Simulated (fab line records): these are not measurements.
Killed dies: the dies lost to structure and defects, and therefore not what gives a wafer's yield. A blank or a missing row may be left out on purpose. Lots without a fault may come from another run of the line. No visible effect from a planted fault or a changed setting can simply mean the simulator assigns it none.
What tool caused it? + flow nand-harc + 39 wafers from 13 lots sampled at 5 of the route's 1302 steps

## WHAT THE GAUGES SHOWED, per wafer
NHARC_P_ZERO_WELL_CD_MEAS_24: target cd 720 nm. Usual: cd-nm reads 721.7 nm (standard deviation 2.2).
| lot  | measured     | on        | cd-nm (nm)        | flag |
|------|--------------|-----------|-------------------|------|
| L735 | day 1 22:58  | cd-sem-01 | 721.8 721.9 719.6 |      |
| L737 | day 2 18:28  | cd-sem-01 | 716.6 719.4 718.8 |      |
| L738 | day 3 04:43  | cd-sem-02 | 719.8 721.2 719.5 |      |
| L739 | day 3 14:29  | cd-sem-01 | 720.9 723.1 719.5 |      |
| L740 | day 4 00:44  | cd-sem-02 | 717.9 719.7 717.0 |      |
| L742 | day 4 20:20  | cd-sem-03 | 722.4 721.2 723.5 |      |
| L745 | day 6 02:36  | cd-sem-01 | 722.5 721.9 723.8 |      |
| L746 | day 6 12:35  | cd-sem-01 | 719.4 722.9 724.9 |      |
| L747 | day 6 22:36  | cd-sem-03 | 708.0 709.3 709.3 | OFF  |
| L748 | day 7 08:29  | cd-sem-03 | 720.7 720.7 720.2 |      |
| L749 | day 7 18:35  | cd-sem-01 | 721.7 718.7 721.5 |      |
| L757 | day 11 02:37 | cd-sem-01 | 721.4 719.3 721.6 |      |
| L758 | day 11 12:37 | cd-sem-03 | 719.2 719.6 721.8 |      |

NHARC_P_STI_CD_MEAS_16. Usual: cd-nm reads 199 nm (standard deviation 3.5).
| lot  | measured     | on        | cd-nm (nm)  | flag |
|------|--------------|-----------|-------------|------|
| L735 | day 2 22:35  | cd-sem-02 | 198 205 205 |      |
| L737 | day 3 17:08  | cd-sem-02 | 192 197 193 |      |
| L738 | day 4 05:51  | cd-sem-03 | 198 200 197 |      |
| L739 | day 4 14:20  | cd-sem-01 | 202 199 199 |      |
| L740 | day 4 22:16  | cd-sem-02 | 198 197 193 |      |
| L742 | day 5 17:43  | cd-sem-03 | 195 197 200 |      |
| L745 | day 7 04:16  | cd-sem-03 | 198 198 197 |      |
| L746 | day 7 13:05  | cd-sem-03 | 198 204 200 |      |
| L747 | day 7 20:35  | cd-sem-03 | 198 195 197 |      |
| L748 | day 8 05:34  | cd-sem-01 | 201 207 207 |      |
| L749 | day 8 15:55  | cd-sem-03 | 201 196 195 |      |
| L757 | day 12 05:25 | cd-sem-01 | 197 201 192 |      |
| L758 | day 12 09:40 | cd-sem-01 | 194 196 199 |      |

NHARC_P_STI_INSPECT_25. Usual: raw-defect-count reads 206 (standard deviation 86).
| lot  | measured     | on                | raw-defect-count | flag |
|------|--------------|-------------------|------------------|------|
| L735 | day 4 01:05  | defect-inspect-01 | 189 146 148      |      |
| L737 | day 4 21:14  | defect-inspect-02 | 278 272 216      |      |
| L738 | day 5 10:44  | defect-inspect-02 | 80 98 93         |      |
| L739 | day 5 16:28  | defect-inspect-02 | 251 275 280      |      |
| L740 | day 6 01:03  | defect-inspect-01 | 198 359 207      |      |
| L742 | day 7 03:13  | defect-inspect-01 | 166 248 436      |      |
| L745 | day 8 04:20  | defect-inspect-02 | 204 169 111      |      |
| L746 | day 8 15:55  | defect-inspect-02 | 154 327 265      |      |
| L747 | day 8 23:47  | defect-inspect-01 | 535 298 225      |      |
| L748 | day 9 06:34  | defect-inspect-01 | 442 252 274      |      |
| L749 | day 10 06:47 | defect-inspect-02 | 191 188 212      |      |
| L757 | day 13 08:23 | defect-inspect-01 | 192 162 94       |      |
| L758 | day 13 08:23 | defect-inspect-02 | 165 94 103       |      |

## EACH LOT AND THE TOOL THAT RAN IT (in order: tool; ch and the chambers of the sampled wafers; start)
| lot  | NHARC_P_ZERO_WELL_EXPOSE_21       | NHARC_P_STI_CMP_21            |
|------|-----------------------------------|-------------------------------|
| L735 | krf-scanner-04 ch 0, day 1 22:49  | cmp-04 ch 0,1,2, day 3 16:42  |
| L737 | krf-scanner-02 ch 0, day 2 18:19  | cmp-04 ch 0,3, day 4 13:19    |
| L738 | krf-scanner-04 ch 0, day 3 04:34  | cmp-04 ch 0,1, day 5 02:47    |
| L739 | krf-scanner-01 ch 0, day 3 14:20  | cmp-01 ch 2,3, day 5 08:04    |
| L740 | krf-scanner-02 ch 0, day 4 00:35  | cmp-03 ch 0,1,2, day 5 15:17  |
| L742 | krf-scanner-02 ch 0, day 4 20:11  | cmp-04 ch 0,1,3, day 6 16:59  |
| L745 | krf-scanner-01 ch 0, day 6 02:26  | cmp-04 ch 2,3, day 7 23:06    |
| L746 | krf-scanner-04 ch 0, day 6 12:25  | cmp-04 ch 1,2,3, day 8 07:26  |
| L747 | krf-scanner-02 ch 0, day 6 22:26  | cmp-04 ch 1,2,3, day 8 15:24  |
| L748 | krf-scanner-02 ch 0, day 7 08:19  | cmp-04 ch 1,2,3, day 8 22:34  |
| L749 | krf-scanner-04 ch 0, day 7 18:26  | cmp-03 ch 0,1,2, day 9 16:49  |
| L757 | krf-scanner-02 ch 0, day 11 02:27 | cmp-03 ch 0,1,2, day 12 23:56 |
| L758 | krf-scanner-04 ch 0, day 11 12:28 | cmp-04 ch 0,1,3, day 12 23:59 |
- NHARC_P_ZERO_WELL_EXPOSE_21: exposes mask P NWELL, target cd 720 nm.
- NHARC_P_STI_CMP_21: polishes, t overpolish 20 s, target thk 380.67 nm.

## AS READ BY THE TOOLS THEMSELVES (means over the sampled wafers that have a number; for cases with no such wafer, the mark the record gives instead)
NHARC_P_STI_CMP_21. Usual: motor-current-A 12.5 A, standard deviation 1.2; overpolish-run-s 20.000 s, standard deviation 0.0088; slurry-flow-ml-min 150.0, standard deviation 0.51.
| lot  | tool   | motor-current-A (A) | overpolish-run-s (s) | slurry-flow-ml-min | flag |
|------|--------|---------------------|----------------------|--------------------|------|
| L735 | cmp-04 | 12.2                | 19.999               | 150.1              |      |
| L737 | cmp-04 | 13.3                | 20.003               | 149.9              |      |
| L738 | cmp-04 | 12.5                | 20.003               | 150.0              |      |
| L739 | cmp-01 | 11.6                | 20.001               | 149.6              |      |
| L740 | cmp-03 | 12.5                | 20.007               | 149.9              |      |
| L742 | cmp-04 | 12.8                | 20.005               | 150.4              |      |
| L745 | cmp-04 | 12.7                | 19.996               | 149.9              |      |
| L746 | cmp-04 | 12.6                | 20.003               | 150.5              |      |
| L747 | cmp-04 | 12.7                | 19.991               | 150.1              |      |
| L748 | cmp-04 | 12.6                | 19.989               | 149.8              |      |
| L749 | cmp-03 | 12.7                | 20.010               | 150.3              |      |
| L757 | cmp-03 | 12.5                | 20.000               | 150.2              |      |
| L758 | cmp-04 | 12.5                | 19.997               | 149.7              |      |

## THE ANSWER, worked out from the rows above alone
Rule: a lot is off if the mean of its wafers that have a number lies more than 3 standard deviations from the usual mean. Also off: a lot with no number at a reading for which 4 or more lots have one. Where the step has rows for the other lots, those lots are counted as sound. Order of review: gauges by route order, followed by the tools' own readings, for which a lot's mean as printed above is used. At the first step where some lot is off, the reading lying furthest off is the one used; lots without a number count as furthest.
Off: L747, at NHARC_P_ZERO_WELL_CD_MEAS_24 (cd-nm).
If a tool, at a process step before that reading, ran all the lots that are off and no sound lot after the first of them, it fits. The gauges at NHARC_P_ZERO_WELL_CD_MEAS_24 are tried like those tools. Not one of the candidates tried fits.

## WHAT HAD BEEN PUT IN BY THE SIMULATOR
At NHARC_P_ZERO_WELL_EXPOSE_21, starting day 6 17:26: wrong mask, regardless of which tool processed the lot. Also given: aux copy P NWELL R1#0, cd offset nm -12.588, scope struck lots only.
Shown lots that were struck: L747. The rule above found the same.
